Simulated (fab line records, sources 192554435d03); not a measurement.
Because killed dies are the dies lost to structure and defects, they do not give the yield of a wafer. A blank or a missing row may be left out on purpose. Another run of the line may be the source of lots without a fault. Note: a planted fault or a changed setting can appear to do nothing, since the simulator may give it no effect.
Chamber matching -- flow n5_finfet -- 4 sister chambers for N5_BEOL_M7_VIA_ETCH_34 on rie_diel-04
The step etches SiCOH lowk in C4F6/O2, target depth 125.5 nm, time 50.5 s. 4 wafers are shown with their chamber, then 9 later ones without.

WAFERS WITH THEIR CHAMBER
wafer,chamber,showerhead_plenum_p_Torr (Torr)
L079.5,0,2.77
L081.6,3,2.85
L082.4,2,2.77
L082.5,1,2.93

WAFERS MISSING THEIR CHAMBER
wafer,showerhead_plenum_p_Torr (Torr)
L088.1,2.84
L088.2,2.93
L088.4,2.76
L090.3,2.76
L090.5,2.92
L090.6,2.76
L097.1,2.84
L097.3,2.76
L097.5,2.76

EACH ONE'S CHAMBER
wafer,from the rows above,in truth
L088.1,3,3
L088.2,1,1
L088.4,can't be placed: 0 or 2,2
L090.3,can't be placed: 0 or 2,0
L090.5,1,1
L090.6,can't be placed: 0 or 2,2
L097.1,3,3
L097.3,can't be placed: 0 or 2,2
L097.5,can't be placed: 0 or 2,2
4 of 9 placed correctly. Not placeable from these rows: 5 (in 5, the candidates include the true chamber). Wrongly placed: 0.
How it was worked out, from the rows above alone: a wafer's distance from a chamber is the root of the sum, over the readings, of the square of ((its reading less the chamber's mean) divided by the reading's scatter). The wafer belongs to the nearest chamber; if the next one is less than 2 further off, it can't be placed. A chamber's mean is the mean of its shown wafers. The scatter (one wafer shown for each chamber): square how far every hidden wafer sits from the nearest shown wafer, average those squares and take the square root.
